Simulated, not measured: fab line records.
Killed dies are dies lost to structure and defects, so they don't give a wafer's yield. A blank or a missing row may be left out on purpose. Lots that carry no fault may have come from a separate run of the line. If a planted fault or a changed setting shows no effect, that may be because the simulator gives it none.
Struck lot and sound lot, side by side | flow n5-finfet | 14 out of 1938 route steps
Sound: these wafers, L622.1, L622.2, L622.4. Struck: wafer L633.3. (L633.1, L633.4 of the same lot were not struck and are left out.) The cause comes at the end.
Per side, at each step with rows, come the tool, then ch with its chambers, and then its first start. Under that, the readings that differ: sound wafers | struck wafers | difference of the means | sigmas: that difference in standard deviations of wafers without a fault.
alike: words and numbers the same on both sides, and readings whose means are apart by under 2 such deviations; not compared: readings that were withheld, readings missing a value for some wafer, numbers with overlapping values and no deviation given by the record, and bounds like >300 which may hide the same value.
The two part at a step that has a row with sigmas, a row that says differs or no value, or rows on one side only. Numbers that don't overlap but have no deviation are shown without sigmas and don't part them. Lack of a reading on every wafer of one side parts them only where that side has two or more wafers.

first, 7 steps without rows for these wafers: N5_BEOL_M7_COAT_60 (time 60 s, resist thk 35 nm); N5_BEOL_M7_COAT_05 (resist thk 90 nm); N5_BEOL_M7_EBR_07; N5_BEOL_M7_SOFTBAKE_06 (time 60 s); N5_BEOL_M7_EXPOSE_08 (exposes mask M7); N5_BEOL_M7_PEB_09 (peb time 60 s); N5_BEOL_M7_DEVELOP_10 (develop time 30 s).
N5_BEOL_M7_CD_MEAS_11 targets a cd of 38.5 nm.
  sound on cd-sem-03 ch 0, day 10 05:01; struck on cd-sem-03 ch 0, day 13 16:30
  alike: cd-nm
N5_BEOL_M7_OVL_MEAS_12:
  sound on overlay-02 ch 0, day 10 05:02; struck on overlay-01 ch 0, day 13 16:32
  alike: M7_OVL
N5_BEOL_M7_INSPECT_13: inspects for defects (brightfield).
  sound on defect-inspect-01 at day 10 05:04; struck on defect-inspect-01 at day 13 16:33
  alike: raw-defect-count
N5_BEOL_M7_DESCUM_16: chemistry O2, time 7.9 s.
  sound on rie-diel-03 ch 1,2, day 10 05:06; struck on rie-diel-03 ch 3, day 13 16:37
  alike: drypump-motor-current-A, oes-product-au, rf-vpp-V, showerhead-plenum-p-Torr, throttle-valve-pct
  not compared: rf-hours-counter-h
N5_BEOL_M7_ETCH_61: etches SiARC in CF4, target depth 45.5 nm, time 75.8 s.
  sound on rie-diel-03 ch 1,2, day 10 05:08; struck on rie-diel-03 ch 3, day 13 16:40
  reading               | sound          | struck | difference | sigmas
  etch-rf-on-time-s (s) | 75.0 72.4 74.6 | 77.7   | +3.7       | +2
  alike: drypump-motor-current-A, oes-product-au, rf-fwd-power-W, rf-vpp-V, showerhead-plenum-p-Torr, throttle-valve-pct
  not compared: rf-hours-counter-h
N5_BEOL_M7_ETCH_62: etches SOC in N2/H2, target depth 110 nm, overetch 22 nm, time 165 s.
  sound on rie-diel-03 ch 1,2, day 10 05:11; struck on rie-diel-03 ch 3, day 13 16:43
  reading                                    | sound             | struck | difference | sigmas
  rf-fwd-power-W (W)                         | 838.2 838.1 837.6 | 1040.4 | +202.4     | +81
  rf-vpp-V (V)                               | 521.9 528.5 522.5 | 486.2  | -38.1      | -16
  model.SiARC_of_BEOL_M7_COAT_60.thk-nm (nm) | 28.4 28 28.4      | 27.8   | -0.5       |
  alike: drypump-motor-current-A, oes-product-au, showerhead-plenum-p-Torr, throttle-valve-pct
  not compared: rf-hours-counter-h
then, 1 step without rows for these wafers: N5_BEOL_M7_STRIP_68 (strips in N2/H2).

== WHERE THEY PART ==
At N5_BEOL_M7_ETCH_61 first; at N5_BEOL_M7_ETCH_62 last (within this record only).

WHY: what the simulator had put in
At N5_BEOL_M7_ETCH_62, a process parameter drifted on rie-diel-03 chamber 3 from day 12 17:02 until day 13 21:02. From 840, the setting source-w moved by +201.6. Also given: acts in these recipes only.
